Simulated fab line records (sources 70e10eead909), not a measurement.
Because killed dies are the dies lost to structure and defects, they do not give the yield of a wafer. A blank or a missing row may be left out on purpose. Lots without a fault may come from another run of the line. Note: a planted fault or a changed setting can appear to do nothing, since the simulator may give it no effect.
Which tool is to blame? :: flow nand harc :: Sampling: 11 lots, 33 wafers, 5 of 1159 route steps

WHAT EACH GAUGE READ, for each wafer
NHARC_END_SORT_01.
lot: L467
measured: day 23 23:53
on: prober-02
killed at array: 42 34 25

lot: L469
measured: day 24 15:31
on: prober-02
killed at array: 37 36 40

EACH LOT AND THE TOOL THAT RAN IT (in order: tool; ch and the chambers of the sampled wafers; start)
lot: L453
NHARC_P_ZERO_WELL_DESCUM_13: rie diel-13 ch 2,3, day 1 19:16
NHARC_P_STI_ETCH_31: rie diel-11 ch 1,2, day 2 19:11
NHARC_P_GATE_ETCH_104: rie diel-09 ch 1,2,3, day 5 01:16
NHARC_P_GATE_STRIP_108: rie diel-07 ch 1,2,3, day 5 01:55

lot: L457
NHARC_P_ZERO_WELL_DESCUM_13: rie diel-04 ch 0,1,2, day 2 19:24
NHARC_P_STI_ETCH_31: rie diel-12 ch 1,2,3, day 3 14:31
NHARC_P_GATE_ETCH_104: rie diel-10 ch 0,1,2, day 5 16:29
NHARC_P_GATE_STRIP_108: rie diel-10 ch 0,2,3, day 5 17:11

lot: L459
NHARC_P_ZERO_WELL_DESCUM_13: rie diel-05 ch 2,3, day 3 07:25
NHARC_P_STI_ETCH_31: rie diel-12 ch 0,1, day 4 05:24
NHARC_P_GATE_ETCH_104: rie diel-09 ch 0,3, day 6 11:33
NHARC_P_GATE_STRIP_108: rie diel-07 ch 1,2,3, day 6 12:09

lot: L460
NHARC_P_ZERO_WELL_DESCUM_13: rie diel-05 ch 0,3, day 3 13:16
NHARC_P_STI_ETCH_31: rie diel-11 ch 0,2,3, day 4 11:55
NHARC_P_GATE_ETCH_104: rie diel-07 ch 0,3, day 6 19:05
NHARC_P_GATE_STRIP_108: rie diel-07 ch 0,2,3, day 6 19:44

lot: L462
NHARC_P_ZERO_WELL_DESCUM_13: rie diel-04 ch 0,1,2, day 4 01:26
NHARC_P_STI_ETCH_31: rie diel-12 ch 0,2,3, day 4 20:07
NHARC_P_GATE_ETCH_104: rie diel-09 ch 0,1,3, day 7 05:37
NHARC_P_GATE_STRIP_108: rie diel-07 ch 2,3, day 7 06:09

lot: L466
NHARC_P_ZERO_WELL_DESCUM_13: rie diel-05 ch 2,3, day 5 01:25
NHARC_P_STI_ETCH_31: rie diel-06 ch 0,2, day 6 01:16
NHARC_P_GATE_ETCH_104: rie diel-07 ch 0,1, day 8 13:49
NHARC_P_GATE_STRIP_108: rie diel-09 ch 0,1,3, day 8 14:29

lot: L467
NHARC_P_ZERO_WELL_DESCUM_13: rie diel-05 ch 0,2,3, day 5 07:25
NHARC_P_STI_ETCH_31: rie diel-12 ch 0,2,3, day 6 11:35
NHARC_P_GATE_ETCH_104: rie diel-09 ch 0,1, day 8 20:56
NHARC_P_GATE_STRIP_108: rie diel-07 ch 0,2, day 8 21:30

lot: L469
NHARC_P_ZERO_WELL_DESCUM_13: rie diel-05 ch 1,3, day 5 19:17
NHARC_P_STI_ETCH_31: rie diel-12 ch 0,3, day 6 18:52
NHARC_P_GATE_ETCH_104: rie diel-10 ch 0,1,3, day 9 02:02
NHARC_P_GATE_STRIP_108: rie diel-07 ch 1,2, day 9 02:43

lot: L472
NHARC_P_ZERO_WELL_DESCUM_13: rie diel-04 ch 1,2,3, day 6 13:17
NHARC_P_STI_ETCH_31: rie diel-11 ch 0,2,3, day 7 15:40
NHARC_P_GATE_ETCH_104: rie diel-09 ch 0,1,2, day 9 17:11
NHARC_P_GATE_STRIP_108: rie diel-09 ch 1,2,3, day 9 17:51

lot: L474
NHARC_P_ZERO_WELL_DESCUM_13: rie diel-05 ch 2,3, day 7 01:16
NHARC_P_STI_ETCH_31: rie diel-11 ch 0,1,3, day 7 23:12
NHARC_P_GATE_ETCH_104: rie diel-07 ch 0,1, day 10 02:59
NHARC_P_GATE_STRIP_108: rie diel-09 ch 0,1, day 10 03:40

lot: L475
NHARC_P_ZERO_WELL_DESCUM_13: rie diel-05 ch 0,2,3, day 7 07:16
NHARC_P_STI_ETCH_31: rie diel-06 ch 1,2,3, day 8 05:01
NHARC_P_GATE_ETCH_104: rie diel-10 ch 1,2,3, day 10 06:19
NHARC_P_GATE_STRIP_108: rie diel-09 ch 0,1,2, day 10 06:52
- NHARC_P_ZERO_WELL_DESCUM_13: chemistry O2, time 3 s.
- NHARC_P_STI_ETCH_31: etches the open film in CF4/CHF3, target depth 108.9 nm, time 54.5 s.
- NHARC_P_GATE_ETCH_104: etches the open film in CF4/CHF3, target depth 60 nm.
- NHARC_P_GATE_STRIP_108: strips in O2.

THE ANSWER, worked out from the rows above alone
Rule: what is usual is taken from the lots themselves. Put in order of their means at a reading, lots are off if they are a third of the lots or fewer, leave a main group of 4 or more, and stand apart from it by a gap of 3 or more times the standard deviation of the main group's means; of several such gaps the widest counts. A main group is skipped when, at the precision printed for the reading in the tables above, its means are all equal. A lot without any number at a reading at which 4 lots or more have one is off too. Where the step has rows for the other lots, those lots are counted as sound.
Nothing can be told from this: no lot is off at any reading shown.

WHAT THE SIMULATOR PUT IN
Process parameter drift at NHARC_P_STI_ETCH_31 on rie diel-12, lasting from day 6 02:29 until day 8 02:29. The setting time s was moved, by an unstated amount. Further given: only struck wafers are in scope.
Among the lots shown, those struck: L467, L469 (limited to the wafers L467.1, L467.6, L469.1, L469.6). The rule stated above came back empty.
